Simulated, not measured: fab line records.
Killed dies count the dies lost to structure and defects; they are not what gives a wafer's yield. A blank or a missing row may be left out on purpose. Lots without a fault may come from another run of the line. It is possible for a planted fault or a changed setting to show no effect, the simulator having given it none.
One fault through the eyes of 2 desks :: flow n5_finfet :: only its own numbers are on each desk; what lay behind them is given at the end

## TOOL OWNER'S DESK, pvd_sputter-02
The tool's own readings at N5_BEOL_M3_HM_DEP_02 (deposits TiN, target thk 20 nm): means of the sampled wafers that have a number, for each lot that ran on this tool. If a lot's mean is further than 4 standard deviations from the usual mean, the lot is out of limits and carries the mark OUT (the distance appears in the brackets).
Columns: A = throttle_valve_pct at N5_BEOL_M3_HM_DEP_02, usual 30.2 %
lot: L979
first seen here: day 7 08:04
A: 29.3

lot: L987
first seen here: day 9 04:56
A: 29.8

lot: L990
first seen here: day 10 05:45
A: 29.9

lot: L992
first seen here: day 10 21:41
A: 29.7

lot: L998
first seen here: day 12 09:10
A: 30.2
Finding of this desk: none of the 5 lots has anything out of limits.

## AT THE METROLOGY DESK
What the gauges read for every lot (on any tool): the sampled wafers with a number, averaged. If a lot's mean is further than 4 standard deviations from the usual mean, the lot is out of limits and carries the mark OUT (the distance appears in the brackets). Of its 12 readings 7 are shown: those that lie furthest out on some lot.
Columns: A = trench_depth_nm at N5_BEOL_M3_OCD_MEAS_38, usual 55.3 nm; B = DIBL_N at N5_BEOL_M4_RC_MEAS_101, usual 36.8 mV/V; C = ION_N at N5_BEOL_M4_RC_MEAS_101, usual 682 uA/um; D = ION_P at N5_BEOL_M4_RC_MEAS_101, usual 467 uA/um; E = SS_N at N5_BEOL_M4_RC_MEAS_101, usual 71.7 mV/dec; F = SS_P at N5_BEOL_M4_RC_MEAS_101, usual 73.5 mV/dec; G = VT_P at N5_BEOL_M4_RC_MEAS_101, usual -249 mV
lot: L978
first seen here: day 7 00:43
A: 55.3
B: 36.4
C: 688
D: 482
E: 71.4
F: 73.4
G: -245

lot: L979
first seen here: day 7 11:03
A: 55.3
B: 39.8
C: 697
D: 473
E: 72.6
F: 73.9
G: -247

lot: L987
first seen here: day 9 09:10
A: 55.1
B: 38.2
C: 690
D: 475
E: 71.8
F: 73.6
G: -248

lot: L990
first seen here: day 10 09:52
A: 55.4
B: 37.2
C: 693
D: 464
E: 71.7
F: 73.9
G: -252

lot: L991
first seen here: day 10 19:19
A: 54.4
B: 38.7
C: 692
D: 473
E: 72.2
F: 73.6
G: -248

lot: L992
first seen here: day 11 00:36
A: 54.8
B: 37.0
C: 699
D: 478
E: 72.2
F: 72.7
G: -246

lot: L998
first seen here: day 12 13:55
A: 54.4
B: 36.3
C: 696
D: 472
E: 70.7
F: 73.9
G: -251

lot: L101
first seen here: day 13 03:10
A: 55.0
B: 37.4
C: 683
D: 468
E: 71.9
F: 73.8
G: -249
Finding of this desk: none of the 8 lots has anything out of limits.

## TAKEN TOGETHER
Nothing out of limits was seen by the tool owner's desk.
Nothing out of limits was seen by the metrology desk.

## WHAT THE SIMULATOR PUT IN
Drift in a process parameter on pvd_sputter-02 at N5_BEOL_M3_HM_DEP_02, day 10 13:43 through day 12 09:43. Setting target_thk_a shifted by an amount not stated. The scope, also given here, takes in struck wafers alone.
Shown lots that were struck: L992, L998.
